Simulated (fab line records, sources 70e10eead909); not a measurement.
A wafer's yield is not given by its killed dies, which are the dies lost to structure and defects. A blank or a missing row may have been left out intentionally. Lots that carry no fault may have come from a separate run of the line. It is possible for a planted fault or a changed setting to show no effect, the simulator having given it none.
Which tool is to blame? | flow nand harc | 42 wafers from 14 lots sampled at 4 of the route's 1302 steps

## WHAT EACH GAUGE READ, for each wafer
NHARC_P_CONTACT_OVL_MEAS_13.
lot  | measured     | on         | overlay x nm (nm) | overlay y nm (nm)
L259 | day 5 19:51  | overlay-01 | 1.5 0.2 0.9       | 0.7 0.6 -0.4
L261 | day 6 12:20  | overlay-02 | -0.9 -1.0 -0.9    | 0.2 0.2 -0.1
L262 | day 7 06:34  | overlay-01 | -1.1 0.0 -0.4     | 0.2 0.2 -0.4
L264 | day 7 21:11  | overlay-01 | - - -             | - - -
L265 | day 8 09:22  | overlay-02 | - - -             | - - -
L267 | day 9 09:57  | overlay-01 | -0.8 -0.6 -0.9    | -0.8 -1.5 -0.8
L273 | day 12 04:20 | overlay-01 | -0.2 -0.3 0.2     | -1.7 -2.4 -2.3
L275 | day 12 14:29 | overlay-01 | 0.2 0.4 0.1       | 0.9 0.7 0.6
L277 | day 13 11:20 | overlay-02 | -0.9 -1.0 -0.6    | 0.3 0.6 0.6
L278 | day 14 01:03 | overlay-01 | 1.3 1.3 1.1       | -0.2 0.2 0.1
L279 | day 14 11:26 | overlay-01 | 0.1 0.3 -0.2      | -0.1 0.5 0.0
L280 | day 15 10:13 | overlay-01 | 0.2 0.7 0.6       | 0.0 0.1 0.6
L281 | day 15 19:43 | overlay-02 | -0.4 -0.2 0.2     | 0.3 -0.2 -0.1
L282 | day 15 21:00 | overlay-02 | 0.4 0.3 0.2       | 0.4 0.8 1.3

## WHAT TOOL EACH LOT RAN ON (gives the tool, then ch and the chambers of the sampled wafers, and finally the start)
lot  | NHARC_P_GATE_ETCHBACK_37                      | NHARC_P_GATE_DESCUM_61             | NHARC_P_CONTACT_DEVELOP_11
L259 | rie diel-02 ch 0,2,3, day 5 13:40 or earlier  | rie diel-07 ch 1,2, day 5 13:40    | litho track-04 ch 0, day 5 19:00
L261 | rie diel-01 ch 0,2,3, day 6 05:52 or earlier  | rie diel-02 ch 0,3, day 6 05:52    | litho track-01 ch 0, day 6 12:00
L262 | rie diel-07 ch 0,2, day 7 00:16 or earlier    | rie diel-01 ch 1,3, day 7 00:16    | litho track-06 ch 0, day 7 06:00
L264 | rie diel-02 ch 0,2, day 7 15:01 or earlier    | rie diel-07 ch 0,1,3, day 7 15:01  | litho track-06, day 7 21:00
L265 | rie diel-02 ch 0,1,3, day 8 03:10 or earlier  | rie diel-07 ch 0,1,3, day 8 03:10  | litho track-04, day 8 09:00
L267 | rie diel-07 ch 0,3, day 9 03:35 or earlier    | rie diel-07 ch 2,3, day 9 03:35    | litho track-06 ch 0, day 9 09:00
L273 | rie diel-02 ch 0,1,2, day 11 22:11 or earlier | rie diel-01 ch 0,1,2, day 11 22:11 | litho track-04 ch 0, day 12 04:00
L275 | rie diel-01 ch 2,3, day 12 08:19 or earlier   | rie diel-01 ch 0,1,2, day 12 08:19 | litho track-04 ch 0, day 12 14:00
L277 | rie diel-02 ch 0,2, day 13 04:59 or earlier   | rie diel-07 ch 1,2,3, day 13 04:59 | litho track-06 ch 0, day 13 11:00
L278 | rie diel-02 ch 2,3, day 13 18:54 or earlier   | rie diel-01 ch 0,2,3, day 13 18:54 | litho track-04 ch 0, day 14 00:00
L279 | rie diel-01 ch 0,1, day 14 05:22 or earlier   | rie diel-01 ch 0,1, day 14 05:22   | litho track-01 ch 0, day 14 11:00
L280 | rie diel-02 ch 1,2,3, day 14 16:37 or earlier | rie diel-07 ch 1,2,3, day 14 16:37 | litho track-01 ch 0, day 15 10:00
L281 | rie diel-02 ch 0,2, day 15 05:53 or earlier   | rie diel-01 ch 0,1,3, day 15 05:53 | litho track-04 ch 0, day 15 19:00
L282 | rie diel-01 ch 0,1, day 15 06:52 or earlier   | rie diel-02 ch 1,3, day 15 06:52   | litho track-01 ch 0, day 15 20:00
- NHARC_P_GATE_ETCHBACK_37: etches the open film in CHF3/O2, target depth 34.5 nm, time 17.2 s.
- NHARC_P_GATE_DESCUM_61: chemistry O2, time 3 s.
- NHARC_P_CONTACT_DEVELOP_11: develop time 35 s.

## AS READ BY THE TOOLS THEMSELVES (means over the sampled wafers that have a number; for cases with no such wafer, the mark the record gives instead)
NHARC_P_GATE_ETCHBACK_37.
lot  | tool        | drypump motor current A (A) | oes product au (a.u.) | rf vpp V (V) | showerhead plenum p Torr (Torr) | throttle valve pct (%)
L259 | rie diel-02 | 5.9                         | 0.925                 | 367.9        | 2.31                            | 20.566
L261 | rie diel-01 | 5.6                         | 0.926                 | 371.5        | 2.39                            | 20.568
L262 | rie diel-07 | 5.4                         | 0.923                 | 373.2        | 2.54                            | 20.562
L264 | rie diel-02 | 5.9                         | 0.914                 | 368.0        | 2.29                            | 20.572
L265 | rie diel-02 | 5.8                         | 0.926                 | 367.6        | 2.30                            | 20.569
L267 | rie diel-07 | 5.5                         | 0.922                 | 372.2        | 2.48                            | 20.578
L273 | rie diel-02 | 5.9                         | 0.922                 | 368.8        | 2.29                            | 20.576
L275 | rie diel-01 | 5.4                         | 0.928                 | 370.2        | 2.39                            | 20.574
L277 | rie diel-02 | 5.8                         | 0.918                 | 369.0        | 2.30                            | 20.567
L278 | rie diel-02 | 6.0                         | 0.923                 | 367.3        | 2.30                            | 20.574
L279 | rie diel-01 | 5.5                         | 0.944                 | 370.0        | 2.35                            | 20.572
L280 | rie diel-02 | 6.0                         | 0.918                 | 368.6        | 2.28                            | 20.577
L281 | rie diel-02 | 5.7                         | 0.928                 | 368.5        | 2.30                            | 20.573
L282 | rie diel-01 | 5.8                         | 0.931                 | 370.6        | 2.38                            | 20.567

NHARC_P_GATE_DESCUM_61.
lot  | tool        | drypump motor current A (A) | oes product au (a.u.) | rf vpp V (V) | showerhead plenum p Torr (Torr) | throttle valve pct (%)
L259 | rie diel-07 | 5.7                         | 1.000                 | 57.0         | 1.88                            | 11.303
L261 | rie diel-02 | 5.7                         | 0.991                 | 57.1         | 1.85                            | 11.303
L262 | rie diel-01 | 5.5                         | 1.008                 | 58.0         | 1.86                            | 11.310
L264 | rie diel-07 | 5.7                         | 0.991                 | 57.5         | 1.91                            | 11.311
L265 | rie diel-07 | 5.7                         | 0.993                 | 58.2         | 1.91                            | 11.303
L267 | rie diel-07 | 6.1                         | 1.003                 | 58.7         | 1.92                            | 11.309
L273 | rie diel-01 | 5.6                         | 1.013                 | 56.9         | 1.90                            | 11.312
L275 | rie diel-01 | 5.5                         | 1.016                 | 57.6         | 1.90                            | 11.314
L277 | rie diel-07 | 6.0                         | 0.994                 | 58.3         | 1.88                            | 11.308
L278 | rie diel-01 | 5.7                         | 1.005                 | 57.3         | 1.90                            | 11.307
L279 | rie diel-01 | 5.6                         | 1.019                 | 57.1         | 1.87                            | 11.297
L280 | rie diel-07 | 6.0                         | 1.003                 | 57.5         | 1.88                            | 11.310
L281 | rie diel-01 | 5.7                         | 1.012                 | 57.2         | 1.87                            | 11.308
L282 | rie diel-02 | 6.0                         | 1.009                 | 57.0         | 1.83                            | 11.316

NHARC_P_CONTACT_DEVELOP_11.
lot  | tool           | chill plate temp C (C)
L259 | litho track-04 | 22.96
L261 | litho track-01 | 22.92
L262 | litho track-06 | 22.99
L264 | litho track-06 | -
L265 | litho track-04 | -
L267 | litho track-06 | 23.00
L273 | litho track-04 | 22.97
L275 | litho track-04 | 23.07
L277 | litho track-06 | 22.97
L278 | litho track-04 | 22.93
L279 | litho track-01 | 22.92
L280 | litho track-01 | 23.04
L281 | litho track-04 | 23.02
L282 | litho track-01 | 23.00

## THE ANSWER, worked out from the rows above alone
Rule: the usual values come from the lots themselves. The widest of any qualifying gaps counts: lots, ordered by their means at a reading, are off when they make up no more than a third of the lots, leave a main group of 4 or more, and stand apart from it by 3 or more times the standard deviation of that group's means. A main group whose means are all the same, to the digits that the tables above print for the reading, isn't used. A lot without any number at a reading at which 4 lots or more have one is off too. Where the step has rows for the other lots, those lots are counted as sound. First the gauges in route order, then the tools' own readings, where a lot's mean is used as printed above. At the first step where some lot is off, the reading lying furthest off is the one used; lots without a number count as furthest.
Off at NHARC_P_CONTACT_OVL_MEAS_13 (overlay x nm): L264, L265. Without a number there: L264, L265. Mean -0.0 nm and standard deviation 0.65 in the main group.
A tool fits if, at a process step before that reading, it ran every lot that is off, and no sound lot after the first of them. The gauges at NHARC_P_CONTACT_OVL_MEAS_13 aren't tried: what is off there is off at NHARC_P_CONTACT_DEVELOP_11 too, on other tools, and a gauge's error can't cause that. With no start given for some of its lots, NHARC_P_GATE_ETCHBACK_37 uses the hours and lot order of NHARC_P_GATE_DESCUM_61. Not one of the candidates tried fits.

## WHAT HAD BEEN PUT IN BY THE SIMULATOR
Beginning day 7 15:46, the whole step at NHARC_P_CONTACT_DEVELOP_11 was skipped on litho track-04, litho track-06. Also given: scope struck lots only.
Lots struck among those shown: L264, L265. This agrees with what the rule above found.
